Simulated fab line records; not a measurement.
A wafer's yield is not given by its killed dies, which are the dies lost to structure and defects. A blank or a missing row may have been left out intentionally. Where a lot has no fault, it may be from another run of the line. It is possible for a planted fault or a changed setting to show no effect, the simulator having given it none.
The tool behind it: which one?	flow n5Finfet	6 lots, 15 wafers sampled, at 4 steps of a route of 1938

== WHAT EACH GAUGE READ, for each wafer ==
N5_FIN_SAQP_CD_MEAS_27: the cd target is 20 nm.
lot	measured	on	cdNm (nm)
L804	day 2 18:46	cdSem-02	20.59 20.11
L806	day 3 06:11	cdSem-01	20.14 20.09 20.03
L810	day 4 06:32	cdSem-02	20.51 20.31
L813	day 5 01:17	cdSem-02	27.27 26.92 20.29
L819	day 6 13:26	cdSem-02	19.85 20.35
L824	day 7 22:07	cdSem-03	20.30 20.19 20.53

== WHAT TOOL EACH LOT RAN ON (gives the tool, then ch and the chambers of the sampled wafers, and finally the start) ==
lot	N5_FIN_SAQP_DESCUM_21	N5_FIN_SAQP_MANDREL_ETCH_22	N5_FIN_SAQP_SPACER1_ALD_24
L804	rieDiel-05 ch 2,3, day 2 16:42	rieSi-02 ch 2,3, day 2 17:01	aldSin-04 ch 2,3, day 2 18:09
L806	rieDiel-01 ch 0,1,3, day 3 04:11	rieSi-02 ch 0,1,2, day 3 04:28	aldSin-04 ch 0,1,2, day 3 05:16
L810	rieDiel-05 ch 0,3, day 4 04:26	rieSi-02 ch 2,3, day 4 04:43	aldSin-04 ch 2,3, day 4 05:37
L813	rieDiel-02 ch 0,2, day 4 22:10	rieSi-02 ch 0,1, day 4 22:26	aldSin-03 ch 0,3, day 5 00:10
L819	rieDiel-01 ch 0,2, day 6 11:13	rieSi-03 ch 0,1, day 6 11:30	aldSin-04 ch 0,2, day 6 12:28
L824	rieDiel-01 ch 0,1,2, day 7 18:36	rieSi-05 ch 1,2,3, day 7 18:53	aldSin-04 ch 0,1, day 7 21:09
- N5_FIN_SAQP_DESCUM_21: chemistry O2, time 7.9 s.
- N5_FIN_SAQP_MANDREL_ETCH_22: etches a-Si in HBr/Cl2, stops on SiNx, target depth 60 nm, bt time 10 s, time 30 s.
- N5_FIN_SAQP_SPACER1_ALD_24: deposits SiO2, target thk 20.3 nm, pulse time 1 s, purge time 2 s.

== THE ANSWER, worked out from the rows above alone ==
Rule: the usual values come from the lots themselves. Put in order of their means at a reading, lots are off if they are a third of the lots or fewer, leave a main group of 4 or more, and stand apart from it by a gap of 3 or more times the standard deviation of the main group's means; of several such gaps the widest counts. The tables above print the reading to a certain number of digits; a main group whose means all agree to those digits is not used. A lot without any number at a reading at which 4 lots or more have one is off too. Any other lot the step has rows for is counted as sound.
Off: L813, at N5_FIN_SAQP_CD_MEAS_27 (cdNm). The main group has a mean of 20.26 nm with a standard deviation of 0.14.
If a tool, at a process step before that reading, ran all the lots that are off and no sound lot after the first of them, it fits. Those tools and the gauges at N5_FIN_SAQP_CD_MEAS_27 are tried in the same way. Can't be told from this: 3 tools fit, rieDiel-02 at N5_FIN_SAQP_DESCUM_21, rieSi-02 at N5_FIN_SAQP_MANDREL_ETCH_22, aldSin-03 at N5_FIN_SAQP_SPACER1_ALD_24.

== WHAT THE SIMULATOR PUT IN ==
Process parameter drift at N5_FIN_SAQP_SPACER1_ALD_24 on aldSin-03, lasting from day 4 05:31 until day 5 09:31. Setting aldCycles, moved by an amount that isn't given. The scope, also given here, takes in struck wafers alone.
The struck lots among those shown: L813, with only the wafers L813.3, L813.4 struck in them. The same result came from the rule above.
